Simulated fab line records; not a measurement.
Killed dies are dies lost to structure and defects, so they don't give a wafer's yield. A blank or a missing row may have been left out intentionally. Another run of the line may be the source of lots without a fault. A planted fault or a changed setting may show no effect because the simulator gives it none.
2 desks, one fault | flow n5_finfet | what lay behind the numbers comes last; until then each desk has only its own

## THE TOOL OWNER'S DESK: litho_track-01
The tool's own readings at N5_BEOL_M2_COAT_05 (resist thk 30 nm): means of the sampled wafers that have a number, for each lot that ran on this tool. If a lot's mean is further than 4 standard deviations from the usual mean, the lot is out of limits and carries the mark OUT (the distance appears in the brackets).
Columns: A = dispense_pressure_kPa at N5_BEOL_M2_COAT_05, usual 47 kPa; B = resist_line_temp_C at N5_BEOL_M2_COAT_05, usual 23.02 C; C = spin_speed_rpm at N5_BEOL_M2_COAT_05, usual 1500.1 rpm
lot  | first seen here | A  | B     | C
L540 | day 7 02:16     | 45 | 22.91 | 1417.2 (-91) OUT
L541 | day 7 04:25     | 45 | 23.19 | 1419.0 (-89) OUT
L558 | day 11 13:48    | 45 | 22.90 | 1500.2
This desk finds L540, L541 out of limits, L540 being first, at day 7 02:16 (spin_speed_rpm at N5_BEOL_M2_COAT_05). L558: within limits.

## THE METROLOGY DESK
Means of the sampled wafers that have a number, per lot and without regard to the tool the lot ran on: this is what the gauges read. If a lot's mean is further than 4 standard deviations from the usual mean, the lot is out of limits and carries the mark OUT (the distance appears in the brackets). Of its 10 readings 7 are shown: those that lie furthest out on some lot.
Columns: A = DIBL_P at N5_BEOL_M4_RC_MEAS_101, usual 36.5 mV/V; B = IOFF_N at N5_BEOL_M4_RC_MEAS_101, usual 0.16 nA/um; C = IOFF_P at N5_BEOL_M4_RC_MEAS_101, usual 0.21 nA/um; D = ION_N at N5_BEOL_M4_RC_MEAS_101, usual 675 uA/um; E = SS_P at N5_BEOL_M4_RC_MEAS_101, usual 73.3 mV/dec; F = VT_N at N5_BEOL_M4_RC_MEAS_101, usual 249 mV; G = VT_P at N5_BEOL_M4_RC_MEAS_101, usual -250 mV
lot  | first seen here | A    | B    | C    | D   | E    | F   | G
L540 | day 8 13:20     | 34.5 | 0.12 | 0.15 | 663 | 72.6 | 254 | -255
L541 | day 8 15:01     | 37.7 | 0.18 | 0.25 | 680 | 73.7 | 247 | -248
L555 | day 12 06:36    | 38.0 | 0.19 | 0.22 | 675 | 73.7 | 246 | -250
L558 | day 13 03:47    | 38.2 | 0.21 | 0.24 | 689 | 74.1 | 245 | -251
This desk found nothing out of limits on any of the 4 lots.

## BROUGHT TOGETHER
On L540, L541, at day 7 02:16, an alarm was possible from the tool owner's desk.
The metrology desk saw nothing out of limits.
The metrology desk has L540, L541 on record, within its limits.
All the named lots went through N5_BEOL_M2_COAT_05 on litho_track-01.

## WHAT THE SIMULATOR HAD PUT IN
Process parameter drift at N5_BEOL_M2_COAT_05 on litho_track-01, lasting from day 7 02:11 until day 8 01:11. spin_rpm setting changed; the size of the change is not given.
Struck lots among those shown: L540, L541.
Each desk's first reading out of limits, in hours after the fault started: the tool owner's desk, 0.
